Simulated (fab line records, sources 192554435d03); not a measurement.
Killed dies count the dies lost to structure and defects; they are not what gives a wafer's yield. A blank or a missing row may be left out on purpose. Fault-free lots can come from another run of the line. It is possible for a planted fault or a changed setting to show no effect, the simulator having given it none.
Chamber matching	flow n5-finfet	N5_MOL_CONTACT_COAG_CMP_28 on cmp-02: 4 sister chambers
The step polishes, stops on SiNx, t overpolish 0.85 s, target thk 14.522 nm. 4 wafers are shown with their chamber, then 11 later ones without.

== WAFERS PAIRED WITH THEIR CHAMBERS ==
wafer	chamber	motor-current-A (A)
L088.1	2	13.2
L088.4	1	12.9
L088.5	0	11.7
L089.1	3	11.4

== WAFERS MISSING THEIR CHAMBER ==
wafer	motor-current-A (A)
L089.2	12.1
L089.6	13.2
L090.3	11.4
L090.4	12.4
L090.5	12.8
L092.1	11.0
L092.2	12.7
L092.5	11.6
L097.1	11.3
L097.4	13.0
L097.6	13.0

== WHICH CHAMBER EACH WENT THROUGH ==
wafer	from the rows above	in truth
L089.2	can't be placed: 0 or 3 or 1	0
L089.6	can't be placed: 2 or 1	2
L090.3	can't be placed: 3 or 0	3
L090.4	can't be placed: 1 or 0 or 2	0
L090.5	can't be placed: 1 or 2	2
L092.1	can't be placed: 3 or 0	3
L092.2	can't be placed: 1 or 2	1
L092.5	can't be placed: 0 or 3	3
L097.1	can't be placed: 3 or 0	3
L097.4	can't be placed: 1 or 2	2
L097.6	can't be placed: 1 or 2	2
Placed correctly: 0 of 11. These rows do not allow placing 11 (true chamber among the candidates in 11). Placed wrongly: 0.
How it was worked out, from the rows above alone: a wafer's distance from a chamber is the root of the sum, over the readings, of the square of ((its reading less the chamber's mean) divided by the reading's scatter). If the next closest chamber is less than 2 further off than the closest, the wafer can't be placed; otherwise it belongs to the closest. Each chamber's mean is taken over the wafers shown for it. The scatter: with one shown wafer a chamber, the root of the mean of the squares of how far each hidden wafer lies from its nearest shown one.
